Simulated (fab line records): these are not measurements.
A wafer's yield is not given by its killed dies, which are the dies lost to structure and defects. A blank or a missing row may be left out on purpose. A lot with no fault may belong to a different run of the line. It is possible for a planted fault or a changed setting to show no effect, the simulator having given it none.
Problem report, 8D (eight disciplines) form, completed by code / flow n5Finfet / the parts of the form that need people (team, actions taken, sign-off) are left out

1. THE PROBLEM
Mean of spinSpeedRpm at N5_BEOL_M1_COAT_61: 1613.1 rpm across 6 wafers in 2 lots; on wafers with no fault it is 1499.9 rpm (standard deviation 1). So: +99 or more standard deviations from the usual mean.
The step: time 60 s, resist thk 60 nm.
First observed at day 8 10:10: wafer L132.3, on lithoTrack-01. The record holds 12 wafers of 4 lots with a number at this step. The rule behind "out" and "out of limits": a value lying over 4 standard deviations away from the usual mean. The other wafers with a number count as sound.

2. WHAT IT IS, WHAT IT ISN'T
question=which readings at this step | is=spinSpeedRpm | is not=-
question=which lots | is=L132, L136 | is not=L123, L146
question=which wafers of those lots | is=all that have a number | is not=-
question=read on which tools | is=lithoTrack-01 | is not=lithoTrack-03
question=when | is=from day 8 10:10 | is not=up to then (3 sound wafers); but 3 sound wafers of L146 came after

3. THE SUSPECTS, EACH WITH WHAT RULES IT OUT
Counting: a tool at a process step up to the reading stays a suspect if it ran every lot that is out and no sound lot after the first of them.
- lithoTrack-01 at N5_BEOL_M1_COAT_61 (time 60 s, resist thk 60 nm): kept. Every lot that is out went through it, starting with L132 (day 8 10:10), and after that it ran no sound lot; the last sound lot it ran before then is L123 (day 6 07:11). Out on those wafers are its own readings of spinSpeedRpm.
After counting, what remains is lithoTrack-01 at N5_BEOL_M1_COAT_61.

4. THE CAUSE (what the simulator had put in)
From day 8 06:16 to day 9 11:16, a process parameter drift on lithoTrack-01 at N5_BEOL_M1_COAT_61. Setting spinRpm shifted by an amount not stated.
Only this tool survived the counting.

5. SEQUENCE OF EFFECTS, ordered by route
Each row: a reading where the mean over the struck wafers with a number is more than 3 standard deviations away from the usual. Only readings for which the record gives a usual standard deviation are gone through. hours: the time from each lot's start at the first step in this table that gives one to its start at this step, as a median over the lots. sigmas: the change in usual standard deviations.
hours=0; step=N5_BEOL_M1_COAT_61; reading=spinSpeedRpm; usual=1499.9 rpm; on struck wafers=1613.1; change=+113.2; sigmas=+99 or more
It contains these process steps:
- N5_BEOL_M1_COAT_61: time 60 s, resist thk 60 nm.
Later steps that measure or inspect, where all struck wafers having a row at the step show a number for every such reading and not one has moved that far: N5_BEOL_M4_RC_MEAS_101.

6. WHAT WOULD HAVE CAUGHT IT SOONER
The fault began at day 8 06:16; the first out-of-limits reading in this record came at day 8 10:10, 4 hours later.
